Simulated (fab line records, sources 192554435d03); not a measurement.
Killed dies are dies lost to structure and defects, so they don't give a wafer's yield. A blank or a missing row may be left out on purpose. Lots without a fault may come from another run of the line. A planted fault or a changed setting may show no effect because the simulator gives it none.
Which tool did it? | flow n5_finfet | 24 lots, 72 wafers sampled, at 6 steps of a route of 1938

WHAT THE GAUGES READ, wafer by wafer
N5_BEOL_M12_CD_MEAS_28: target cd 160.2 nm. Usual: cd_nm 159.5 nm, standard deviation 2.1.
lot  | measured     | on        | cd_nm (nm)        | flag
L074 | day 10 18:26 | cd_sem-02 | 155.1 159.8 157.1 |
L075 | day 10 20:25 | cd_sem-01 | 157.7 161.0 157.6 |
L076 | day 11 01:25 | cd_sem-02 | 160.7 160.1 158.9 |
L077 | day 11 01:50 | cd_sem-03 | 162.0 162.6 163.1 |
L079 | day 11 14:11 | cd_sem-03 | 158.4 161.2 158.8 |
L078 | day 11 14:33 | cd_sem-02 | 163.0 164.1 162.6 |
L080 | day 11 23:42 | cd_sem-01 | 159.4 158.0 160.9 |
L081 | day 12 04:26 | cd_sem-01 | 157.6 158.8 156.6 |
L082 | day 12 07:20 | cd_sem-03 | 157.7 157.8 161.6 |
L083 | day 12 19:09 | cd_sem-01 | 158.0 157.5 159.9 |
L085 | day 12 23:10 | cd_sem-03 | 159.2 160.2 156.2 |
L084 | day 12 23:40 | cd_sem-01 | 159.4 160.9 158.3 |
L086 | day 13 22:09 | cd_sem-03 | 160.0 161.2 160.2 |
L087 | day 14 02:41 | cd_sem-01 | 162.8 161.8 160.1 |
L089 | day 14 07:53 | cd_sem-01 | 156.1 160.2 160.8 |
L088 | day 14 15:59 | cd_sem-03 | 159.9 157.4 157.7 |
L091 | day 14 23:05 | cd_sem-01 | 161.3 157.7 159.4 |
L090 | day 15 10:35 | cd_sem-01 | 164.6 162.7 161.4 |
L092 | day 16 04:17 | cd_sem-01 | 159.1 157.6 159.0 |
L093 | day 16 23:30 | cd_sem-02 | 159.1 156.5 159.6 |
L094 | day 17 08:32 | cd_sem-01 | 159.9 162.1 157.8 |
L096 | day 17 10:00 | cd_sem-01 | 157.7 157.2 159.1 |
L097 | day 18 08:50 | cd_sem-03 | 160.3 161.4 159.2 |
L095 | day 18 18:57 | cd_sem-03 | 157.1 158.5 158.7 |

N5_BEOL_M12_RS_MEAS_54: measures by four-point-probe. Usual: M12_RS 0.0598 ohm/sq, standard deviation 0.00099.
lot  | measured     | on            | M12_RS (ohm/sq)      | flag
L074 | day 10 22:41 | film_metro-01 | 0.0596 0.0610 0.0595 |
L075 | day 10 22:58 | film_metro-01 | 0.0590 0.0585 0.0584 |
L076 | day 11 04:32 | film_metro-01 | 0.0586 0.0616 0.0624 |
L077 | day 11 04:41 | film_metro-01 | 0.0608 0.0592 0.0605 |
L079 | day 11 17:43 | film_metro-01 | 0.0599 0.0590 0.0591 |
L078 | day 11 18:08 | film_metro-02 | 0.0587 0.0614 0.0613 |
L080 | day 12 02:49 | film_metro-02 | 0.0615 0.0591 0.0589 |
L081 | day 12 06:35 | film_metro-02 | 0.0602 0.0588 0.0604 |
L082 | day 12 09:33 | film_metro-02 | 0.0603 0.0613 0.0605 |
L083 | day 12 22:30 | film_metro-02 | 0.0611 0.0605 0.0579 |
L085 | day 13 01:55 | film_metro-01 | 0.0608 0.0594 0.0590 |
L084 | day 13 02:19 | film_metro-02 | 0.0606 0.0608 0.0618 |
L086 | day 14 03:16 | film_metro-01 | 0.0598 0.0605 0.0606 |
L087 | day 14 07:19 | film_metro-01 | 0.0576 0.0609 0.0584 |
L089 | day 14 13:27 | film_metro-01 | 0.0583 0.0586 0.0590 |
L088 | day 14 19:34 | film_metro-02 | 0.0590 0.0599 0.0594 |
L091 | day 15 01:52 | film_metro-01 | 0.0598 0.0590 0.0618 |
L090 | day 15 14:44 | film_metro-02 | 0.0593 0.0596 0.0590 |
L092 | day 16 08:10 | film_metro-02 | 0.0602 0.0607 0.0591 |
L093 | day 17 05:29 | film_metro-01 | 0.0605 0.0601 0.0600 |
L094 | day 17 13:07 | film_metro-01 | 0.0589 0.0590 0.0581 |
L096 | day 17 14:32 | film_metro-01 | 0.0599 0.0591 0.0586 |
L097 | day 18 20:14 | film_metro-02 | 0.0598 0.0608 0.0603 |
L095 | day 19 00:38 | film_metro-01 | 0.0592 0.0608 0.0591 |

WHICH TOOL RAN EACH LOT (tool, then ch and the chambers of the sampled wafers, then the start)
lot  | N5_BEOL_M11_CMP_52            | N5_BEOL_M12_DESCUM_33              | N5_BEOL_M12_ETCH_38                | N5_BEOL_M12_SPUTTER_44
L074 | cmp-01 ch 0,1,2, day 10 16:20 | rie_diel-03 ch 0,1,2, day 10 19:07 | rie_diel-05 ch 0,2,3, day 10 20:59 | pvd_sputter-02, day 10 21:25
L075 | cmp-03 ch 1,3, day 10 17:58   | rie_diel-01 ch 0,1,3, day 10 20:35 | rie_diel-03 ch 0,1,2, day 10 21:20 | pvd_sputter-01, day 10 21:49
L076 | cmp-03 ch 1,3, day 10 23:13   | rie_diel-05 ch 0,2, day 11 01:32   | rie_diel-03 ch 0,2,3, day 11 02:28 | pvd_sputter-02, day 11 03:08
L077 | cmp-03 ch 0,2,3, day 10 23:44 | rie_diel-01 ch 0,2,3, day 11 02:10 | rie_diel-03 ch 0,2,3, day 11 02:49 | pvd_sputter-03, day 11 03:22
L079 | cmp-04 ch 0,3, day 11 12:17   | rie_diel-01 ch 1,3, day 11 14:17   | rie_diel-01 ch 0,1,2, day 11 16:06 | pvd_sputter-02, day 11 16:40
L078 | cmp-03 ch 1,2,3, day 11 12:44 | rie_diel-05 ch 0,2, day 11 14:38   | rie_diel-01 ch 0,1,3, day 11 16:19 | pvd_sputter-01, day 11 17:04
L080 | cmp-01 ch 0,1,3, day 11 21:48 | rie_diel-05 ch 0,2, day 11 23:47   | rie_diel-03 ch 1,2,3, day 12 01:10 | pvd_sputter-03, day 12 01:46
L081 | cmp-03 ch 0,3, day 12 02:37   | rie_diel-03 ch 2,3, day 12 04:31   | rie_diel-03 ch 0,2, day 12 05:10   | pvd_sputter-01, day 12 05:32
L082 | cmp-01 ch 0,1,2, day 12 05:25 | rie_diel-03 ch 0,3, day 12 07:25   | rie_diel-05 ch 0,1,3, day 12 08:06 | pvd_sputter-01, day 12 08:29
L083 | cmp-01 ch 0,2,3, day 12 17:21 | rie_diel-05 ch 1,2,3, day 12 19:14 | rie_diel-03 ch 2,3, day 12 20:46   | pvd_sputter-01, day 12 21:17
L085 | cmp-03 ch 0,1, day 12 21:13   | rie_diel-03 ch 2,3, day 12 23:15   | rie_diel-01 ch 1,2, day 13 00:29   | pvd_sputter-01, day 13 00:50
L084 | cmp-01 ch 0,1,2, day 12 21:55 | rie_diel-03 ch 0,1,2, day 13 00:08 | rie_diel-05 ch 0,2,3, day 13 00:51 | pvd_sputter-03, day 13 01:15
L086 | cmp-04 ch 0,1,2, day 13 20:06 | rie_diel-01 ch 0,1, day 13 22:14   | rie_diel-01 ch 0,1,3, day 14 01:13 | pvd_sputter-01, day 14 02:12
L087 | cmp-03 ch 0,1, day 14 00:50   | rie_diel-05 ch 0,1,2, day 14 02:55 | rie_diel-03 ch 1,3, day 14 03:38   | pvd_sputter-03, day 14 06:16
L089 | cmp-01 ch 0,1, day 14 05:46   | rie_diel-05 ch 0,1, day 14 08:03   | rie_diel-05 ch 0,3, day 14 12:01   | pvd_sputter-03, day 14 12:23
L088 | cmp-03 ch 0,1,2, day 14 14:11 | rie_diel-01 ch 0,1,2, day 14 16:04 | rie_diel-05 ch 2,3, day 14 17:55   | pvd_sputter-01, day 14 18:31
L091 | cmp-01 ch 0,1,2, day 14 21:06 | rie_diel-03 ch 0,2,3, day 14 23:28 | rie_diel-05 ch 1,2,3, day 15 00:11 | pvd_sputter-01, day 15 00:44
L090 | cmp-01 ch 0,2, day 15 08:32   | rie_diel-01 ch 2,3, day 15 10:40   | rie_diel-03 ch 2,3, day 15 12:34   | pvd_sputter-01, day 15 13:38
L092 | cmp-03 ch 1,2, day 16 02:03   | rie_diel-03 ch 0,1,3, day 16 04:23 | rie_diel-05 ch 0,1,2, day 16 05:59 | pvd_sputter-03, day 16 06:25
L093 | cmp-04 ch 0,1,3, day 16 21:40 | rie_diel-01 ch 1,2, day 16 23:35   | rie_diel-03 ch 0,1, day 17 01:24   | pvd_sputter-01, day 17 04:08
L094 | cmp-04 ch 1,2, day 17 06:32   | rie_diel-05 ch 0,1,3, day 17 08:41 | rie_diel-03 ch 1,2, day 17 09:32   | pvd_sputter-01, day 17 12:04
L096 | cmp-04 ch 1,2,3, day 17 08:06 | rie_diel-03 ch 0,2,3, day 17 10:05 | rie_diel-05 ch 0,3, day 17 13:06   | pvd_sputter-01, day 17 13:29
L097 | cmp-03 ch 0,1,2, day 18 06:49 | rie_diel-01 ch 1,3, day 18 08:56   | rie_diel-05 ch 0,1,2, day 18 13:17 | pvd_sputter-03, day 18 19:09
L095 | cmp-04 ch 0,1,3, day 18 17:04 | rie_diel-03 ch 0,1,3, day 18 19:02 | rie_diel-03 ch 0,3, day 18 21:07   | pvd_sputter-01, day 18 23:35
- N5_BEOL_M11_CMP_52: polishes, stops on SiCOH lowk, t overpolish 7 s, target thk 140 nm.
- N5_BEOL_M12_DESCUM_33: chemistry O2, time 7.9 s.
- N5_BEOL_M12_ETCH_38: etches SiCN in CF4/N2, target depth 68.7 nm, time 73.4 s.
- N5_BEOL_M12_SPUTTER_44: material Ta, target thk 10 nm, time 16.13 s.

WHAT THE TOOLS THEMSELVES READ (means of the sampled wafers that have a number; where no wafer has one, the mark that the record gives instead)
N5_BEOL_M11_CMP_52. Usual: barrier_field_endpoint_s 29.1 s, standard deviation 0.77; motor_current_A 5.8 A, standard deviation 0.79; overpolish_run_s 7.000 s, standard deviation 0.0089; time_to_endpoint_s 67 s, standard deviation 3.6.
lot  | tool   | barrier_field_endpoint_s (s) | motor_current_A (A) | overpolish_run_s (s) | time_to_endpoint_s (s) | flag
L074 | cmp-01 | 29.5                         | 6.3                 | 6.997                | 66                     |
L075 | cmp-03 | 28.8                         | 5.5                 | 6.998                | 63                     |
L076 | cmp-03 | 29.7                         | 5.4                 | 6.993                | 67                     |
L077 | cmp-03 | 29.2                         | 6.1                 | 6.996                | 66                     |
L079 | cmp-04 | 28.8                         | 4.7                 | 6.993                | 67                     |
L078 | cmp-03 | 29.3                         | 5.8                 | 6.997                | 67                     |
L080 | cmp-01 | 29.4                         | 6.1                 | 7.000                | 69                     |
L081 | cmp-03 | 28.5                         | 5.9                 | 7.006                | 65                     |
L082 | cmp-01 | 28.9                         | 6.3                 | 6.999                | 68                     |
L083 | cmp-01 | 29.8                         | 6.4                 | 6.995                | 70                     |
L085 | cmp-03 | 29.6                         | 5.0                 | 7.006                | 69                     |
L084 | cmp-01 | 29.0                         | 6.4                 | 7.000                | 67                     |
L086 | cmp-04 | 28.2                         | 5.7                 | 7.007                | 65                     |
L087 | cmp-03 | 29.8                         | 5.2                 | 6.995                | 72                     |
L089 | cmp-01 | 30.3                         | 6.0                 | 6.994                | 64                     |
L088 | cmp-03 | 29.9                         | 5.1                 | 6.998                | 74                     |
L091 | cmp-01 | 29.7                         | 6.3                 | 6.993                | 68                     |
L090 | cmp-01 | 29.3                         | 6.7                 | 7.009                | 71                     |
L092 | cmp-03 | 29.3                         | 5.3                 | 6.998                | 69                     |
L093 | cmp-04 | 28.9                         | 5.1                 | 6.997                | 64                     |
L094 | cmp-04 | 28.2                         | 6.3                 | 7.006                | 63                     |
L096 | cmp-04 | 28.4                         | 5.7                 | 7.010                | 61                     |
L097 | cmp-03 | 29.2                         | 5.3                 | 6.996                | 67                     |
L095 | cmp-04 | 28.3                         | 5.2                 | 7.007                | 62                     |

N5_BEOL_M12_DESCUM_33. Usual: drypump_motor_current_A 5.7 A, standard deviation 0.41; oes_product_au 0.82 a.u., standard deviation 0.093; rf_vpp_V 243.7 V, standard deviation 1.5; showerhead_plenum_p_Torr 2.12 Torr, standard deviation 0.081; throttle_valve_pct 20.42 %, standard deviation 0.29.
lot  | tool        | drypump_motor_current_A (A) | oes_product_au (a.u.) | rf_vpp_V (V) | showerhead_plenum_p_Torr (Torr) | throttle_valve_pct (%) | flag
L074 | rie_diel-03 | 5.8                         | 0.88                  | 243.2        | 2.09                            | 20.34                  |
L075 | rie_diel-01 | 5.6                         | 0.85                  | 245.7        | 2.18                            | 20.43                  |
L076 | rie_diel-05 | 6.1                         | 0.80                  | 244.0        | 2.19                            | 20.51                  |
L077 | rie_diel-01 | 5.5                         | 0.84                  | 243.8        | 2.18                            | 20.49                  |
L079 | rie_diel-01 | 5.8                         | 0.86                  | 245.5        | 2.18                            | 20.52                  |
L078 | rie_diel-05 | 6.1                         | 0.78                  | 244.6        | 2.19                            | 20.52                  |
L080 | rie_diel-05 | 6.1                         | 0.86                  | 245.3        | 2.21                            | 20.27                  |
L081 | rie_diel-03 | 5.1                         | 0.78                  | 241.8        | 2.01                            | 20.68                  |
L082 | rie_diel-03 | 5.9                         | 0.68                  | 243.1        | 2.10                            | 20.76                  |
L083 | rie_diel-05 | 5.9                         | 0.79                  | 243.0        | 2.07                            | 20.50                  |
L085 | rie_diel-03 | 5.2                         | 0.84                  | 241.8        | 2.04                            | 20.60                  |
L084 | rie_diel-03 | 5.8                         | 0.82                  | 242.4        | 2.09                            | 20.37                  |
L086 | rie_diel-01 | 5.5                         | 0.77                  | 244.1        | 2.16                            | 20.37                  |
L087 | rie_diel-05 | 5.9                         | 0.83                  | 243.9        | 2.14                            | 20.35                  |
L089 | rie_diel-05 | 5.9                         | 0.88                  | 244.9        | 2.17                            | 20.09                  |
L088 | rie_diel-01 | 5.6                         | 0.79                  | 244.0        | 2.13                            | 20.34                  |
L091 | rie_diel-03 | 5.5                         | 0.85                  | 242.2        | 2.06                            | 20.56                  |
L090 | rie_diel-01 | 5.6                         | 0.83                  | 243.9        | 2.18                            | 20.63                  |
L092 | rie_diel-03 | 5.8                         | 0.92                  | 243.4        | 2.14                            | 20.18                  |
L093 | rie_diel-01 | 5.7                         | 0.80                  | 243.4        | 2.11                            | 20.32                  |
L094 | rie_diel-05 | 5.9                         | 0.89                  | 243.9        | 2.16                            | 20.18                  |
L096 | rie_diel-03 | 5.5                         | 0.89                  | 243.6        | 2.15                            | 20.44                  |
L097 | rie_diel-01 | 5.8                         | 0.81                  | 243.7        | 2.17                            | 20.60                  |
L095 | rie_diel-03 | 5.8                         | 0.88                  | 244.5        | 2.13                            | 20.22                  |

N5_BEOL_M12_ETCH_38. Usual: cf4_flow_sccm 60.01 sccm, standard deviation 0.19; drypump_motor_current_A 5.8 A, standard deviation 0.43; oes_product_au 0.84 a.u., standard deviation 0.11; rf_vpp_V 382.7 V, standard deviation 2.3; showerhead_plenum_p_Torr 2.23 Torr, standard deviation 0.086; throttle_valve_pct 15.35 %, standard deviation 0.29.
lot  | tool        | cf4_flow_sccm (sccm) | drypump_motor_current_A (A) | oes_product_au (a.u.) | rf_vpp_V (V) | showerhead_plenum_p_Torr (Torr) | throttle_valve_pct (%) | flag
L074 | rie_diel-05 | 60.02                | 6.1                         | 0.80                  | 382.9        | 2.24                            | 15.39                  |
L075 | rie_diel-03 | 60.07                | 5.8                         | 0.86                  | 383.0        | 2.20                            | 15.29                  |
L076 | rie_diel-03 | 59.95                | 5.5                         | 0.77                  | 381.9        | 2.18                            | 15.60                  |
L077 | rie_diel-03 | 60.08                | 5.5                         | 0.77                  | 380.7        | 2.18                            | 15.61                  |
L079 | rie_diel-01 | 59.99                | 5.6                         | 0.81                  | 383.9        | 2.26                            | 15.30                  |
L078 | rie_diel-01 | 60.10                | 5.7                         | 0.82                  | 384.6        | 2.30                            | 15.46                  |
L080 | rie_diel-03 | 60.14                | 5.5                         | 0.86                  | 380.3        | 2.14                            | 15.32                  |
L081 | rie_diel-03 | 59.95                | 5.9                         | 0.75                  | 383.5        | 2.23                            | 15.61                  |
L082 | rie_diel-05 | 59.94                | 5.9                         | 0.86                  | 381.6        | 2.19                            | 15.24                  |
L083 | rie_diel-03 | 60.15                | 5.2                         | 0.83                  | 380.1        | 2.14                            | 15.48                  |
L085 | rie_diel-01 | 59.97                | 5.7                         | 0.83                  | 383.2        | 2.23                            | 15.27                  |
L084 | rie_diel-05 | 60.03                | 6.1                         | 0.77                  | 382.5        | 2.23                            | 15.44                  |
L086 | rie_diel-01 | 60.06                | 5.7                         | 0.80                  | 383.9        | 2.29                            | 15.49                  |
L087 | rie_diel-03 | 59.81                | 5.8                         | 0.82                  | 379.8        | 2.14                            | 15.22                  |
L089 | rie_diel-05 | 60.08                | 6.1                         | 0.99                  | 385.8        | 2.34                            | 15.07                  |
L088 | rie_diel-05 | 59.75                | 6.1                         | 0.90                  | 384.4        | 2.31                            | 15.31                  |
L091 | rie_diel-05 | 59.90                | 5.9                         | 0.86                  | 383.3        | 2.25                            | 15.36                  |
L090 | rie_diel-03 | 60.09                | 5.2                         | 0.92                  | 382.3        | 2.22                            | 15.35                  |
L092 | rie_diel-05 | 60.09                | 5.9                         | 0.80                  | 382.6        | 2.25                            | 15.36                  |
L093 | rie_diel-03 | 60.07                | 6.2                         | 0.90                  | 382.6        | 2.22                            | 15.19                  |
L094 | rie_diel-03 | 60.12                | 5.8                         | 0.85                  | 380.0        | 2.15                            | 15.11                  |
L096 | rie_diel-05 | 60.05                | 6.1                         | 0.90                  | 385.5        | 2.33                            | 15.10                  |
L097 | rie_diel-05 | 60.12                | 5.9                         | 0.88                  | 384.2        | 2.24                            | 15.20                  |
L095 | rie_diel-03 | 59.87                | 5.5                         | 0.89                  | 385.1        | 2.31                            | 15.37                  |

N5_BEOL_M12_SPUTTER_44. Usual: throttle_valve_pct 30.7 %, standard deviation 1.3.
lot  | tool           | throttle_valve_pct (%) | flag
L074 | pvd_sputter-02 | 30.5                   |
L075 | pvd_sputter-01 | 31.4                   |
L076 | pvd_sputter-02 | 30.1                   |
L077 | pvd_sputter-03 | 28.8                   |
L079 | pvd_sputter-02 | 30.9                   |
L078 | pvd_sputter-01 | 31.5                   |
L080 | pvd_sputter-03 | 29.9                   |
L081 | pvd_sputter-01 | 31.2                   |
L082 | pvd_sputter-01 | 31.5                   |
L083 | pvd_sputter-01 | 31.0                   |
L085 | pvd_sputter-01 | 31.0                   |
L084 | pvd_sputter-03 | 29.2                   |
L086 | pvd_sputter-01 | 31.4                   |
L087 | pvd_sputter-03 | 28.5                   |
L089 | pvd_sputter-03 | 29.5                   |
L088 | pvd_sputter-01 | 31.4                   |
L091 | pvd_sputter-01 | 31.8                   |
L090 | pvd_sputter-01 | 31.5                   |
L092 | pvd_sputter-03 | 29.4                   |
L093 | pvd_sputter-01 | 31.2                   |
L094 | pvd_sputter-01 | 31.2                   |
L096 | pvd_sputter-01 | 31.7                   |
L097 | pvd_sputter-03 | 29.5                   |
L095 | pvd_sputter-01 | 31.4                   |

THE ANSWER, worked out from the rows above alone
Rule: a lot is off if the mean of its wafers that have a number lies more than 3 standard deviations from the usual mean. A lot without any number at a reading at which 4 lots or more have one is off too. The other lots that the step has rows for count as sound. The gauges are gone through in route order, then the tools' own readings, and for those a lot's mean is taken as printed above. The first step at which some lot is off is used, and at that step the reading that is off furthest; a lot without a number counts as furthest.
No lot is off at any reading shown: from this, nothing can be told.

WHAT THE SIMULATOR HAD PUT IN
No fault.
